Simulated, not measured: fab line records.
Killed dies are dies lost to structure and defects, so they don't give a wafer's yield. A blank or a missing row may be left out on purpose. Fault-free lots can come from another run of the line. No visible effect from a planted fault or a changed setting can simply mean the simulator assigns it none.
A lot that was struck, set against a sound lot    flow n5_finfet    16 out of 1938 route steps
Sound: these wafers, L671.2, L671.3. Struck: wafer L668.1 (left out: L668.3, L668.5 of the same lot, which were not struck); the cause appears at the end.
Per side, at each step with rows, come the tool, then ch with its chambers, and then its first start. Under that, the readings that differ: sound wafers    struck wafers    difference of the means    sigmas: that difference in standard deviations of wafers without a fault.
alike: readings whose means differ by less than 2 such deviations, and words and numbers that are the same on both sides. not compared: withheld readings, readings that some wafer has no value for, bounds like >300 that may hide the same value, and numbers for which the record gives no deviation and whose values overlap.
A row with sigmas, a row that says differs or no value, or rows on one side alone: a step with any of these is where the two part. Non-overlapping numbers with no deviation appear without sigmas and do not part them. Lack of a reading on every wafer of one side parts them only where that side has two or more wafers.

first, 8 steps without rows for these wafers: N5_HKMG_FIN_COAT_41 (time 60 s, resist thk 300 nm); N5_HKMG_FIN_COAT_42 (time 60 s, resist thk 35 nm); N5_HKMG_FIN_COAT_43 (resist thk 90 nm); N5_HKMG_FIN_EBR_45; N5_HKMG_FIN_SOFTBAKE_44 (time 60 s); N5_HKMG_FIN_EXPOSE_46 (exposes mask NDIPOLE); N5_HKMG_FIN_PEB_47 (peb time 60 s); N5_HKMG_FIN_DEVELOP_48 (develop time 30 s).
N5_HKMG_FIN_CD_MEAS_49 targets a cd of 202 nm.
  sound on cd_sem-03 ch 0, day 7 08:26; struck on cd_sem-01 ch 0, day 6 13:27
reading     sound        struck  difference  sigmas
cd_nm (nm)  202.5 203.1  201.2   -1.6        -2
N5_HKMG_FIN_OVL_MEAS_50:
  sound on overlay-02 ch 0, day 7 08:28; struck on overlay-01 ch 0, day 6 13:29
  alike: NDIPOLE_OVL
N5_HKMG_FIN_INSPECT_61: inspects for defects (macro).
  sound on defect_inspect-01, day 7 08:29; struck on defect_inspect-01, day 6 13:30
  alike: raw_defect_count
N5_HKMG_FIN_DESCUM_53: chemistry O2, time 7.9 s.
  sound on rie_diel-03 ch 1,2, day 7 09:08; struck on rie_diel-04 ch 0, day 6 13:32
reading       sound        struck  difference  sigmas
rf_vpp_V (V)  243.4 241.9  245.9   +3.2        +2
  alike: drypump_motor_current_A, oes_product_au, showerhead_plenum_p_Torr, throttle_valve_pct
  not compared: rf_hours_counter_h
N5_HKMG_FIN_ETCH_54: etches SiARC in CF4, target depth 45.5 nm, time 75.8 s.
  sound on rie_diel-03 ch 1,2, day 7 09:10; struck on rie_diel-04 ch 0, day 6 13:34
reading                sound      struck  difference  sigmas
etch_rf_on_time_s (s)  85 72      46      -32         -10
oes_product_au (a.u.)  0.57 0.63  0.83    +0.23       +3
  alike: drypump_motor_current_A, rf_vpp_V, showerhead_plenum_p_Torr, throttle_valve_pct
  not compared: rf_hours_counter_h
N5_HKMG_FIN_ETCH_55: etches SOC in N2/H2, target depth 240 nm, time 300 s.
  sound on rie_diel-03 ch 1,2, day 7 09:13; struck on rie_diel-04 ch 0, day 6 13:38
reading                          sound        struck  difference  sigmas
rf_vpp_V (V)                     522.5 520.0  526.5   +5.2        +2
showerhead_plenum_p_Torr (Torr)  2.51 2.41    2.66    +0.20       +2
  alike: drypump_motor_current_A, oes_product_au, throttle_valve_pct
  not compared: rf_hours_counter_h
-- record jumps: 6 days separate the struck wafers' starts on either side; left off in module HKMG_FIN, taken up again in module BEOL_M4, whose first shown step is the route's number 1111 --
N5_BEOL_M4_RC_MEAS_101:
  sound on prober-02 ch 0, day 12 20:34; struck on prober-02 ch 0, day 12 07:59
  alike: DIBL_N, DIBL_P, IOFF_N, IOFF_P, ION_N, ION_P, SS_N, SS_P, VT_N, VT_P
-- a jump in the record: the struck wafers' starts before and after are 4 days apart (it breaks off in module BEOL_M4 and resumes in module PASSIVATION, where the first step shown is number 1936 of the route) --
N5_PASSIVATION_PROBE_49:
  rows exist in the record for the struck wafers here (prober-01, day 16 16:14), but not for the sound ones

== WHERE THEY PART ==
First at N5_HKMG_FIN_CD_MEAS_49; last, within this record, at N5_PASSIVATION_PROBE_49.

WHY: what had been put in by the simulator
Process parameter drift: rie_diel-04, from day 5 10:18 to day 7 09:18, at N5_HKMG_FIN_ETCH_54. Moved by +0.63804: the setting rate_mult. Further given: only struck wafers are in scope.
